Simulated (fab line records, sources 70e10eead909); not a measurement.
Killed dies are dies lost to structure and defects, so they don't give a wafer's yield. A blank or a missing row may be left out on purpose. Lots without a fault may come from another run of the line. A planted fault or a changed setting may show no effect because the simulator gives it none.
Chamber matching | flow nand_harc | NHARC_A_CHANNEL_FILL_D2_ALD_14 on ald_hk-03: 4 sister chambers
The step deposits SiO2, target thk 2.5 nm, pulse time 10 s, ald cycles 25. 4 wafers are shown with their chamber, then 7 later ones without.

WAFERS WITH THEIR CHAMBER
wafer  | chamber | heater_power_w (W)
L078.3 | 2       | 541
L083.5 | 0       | 485
L086.3 | 1       | 549
L086.5 | 3       | 383

WAFERS WITHOUT THEIR CHAMBER
wafer  | heater_power_w (W)
L086.6 | 492
L094.1 | 543
L094.2 | 497
L094.3 | 565
L095.1 | 527
L095.3 | 495
L095.4 | 387

WHICH CHAMBER EACH WENT THROUGH
wafer  | from the rows above     | in truth
L086.6 | 0                       | 0
L094.1 | can't be placed: 2 or 1 | 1
L094.2 | 0                       | 0
L094.3 | can't be placed: 1 or 2 | 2
L095.1 | can't be placed: 2 or 1 | 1
L095.3 | 0                       | 0
L095.4 | 3                       | 3
Placed correctly: 4 of 7. Can't be placed from these rows: 3 (the true chamber is among the candidates in 3). Placed wrongly: 0.
How it was worked out, from the rows above alone: a wafer's distance from a chamber is the root of the sum, over the readings, of the square of ((its reading less the chamber's mean) divided by the reading's scatter). The wafer belongs to the nearest chamber; if the next one is less than 2 further off, it can't be placed. A chamber's mean is the mean of its shown wafers. The scatter: with one shown wafer a chamber, the root of the mean of the squares of how far each hidden wafer lies from its nearest shown one.
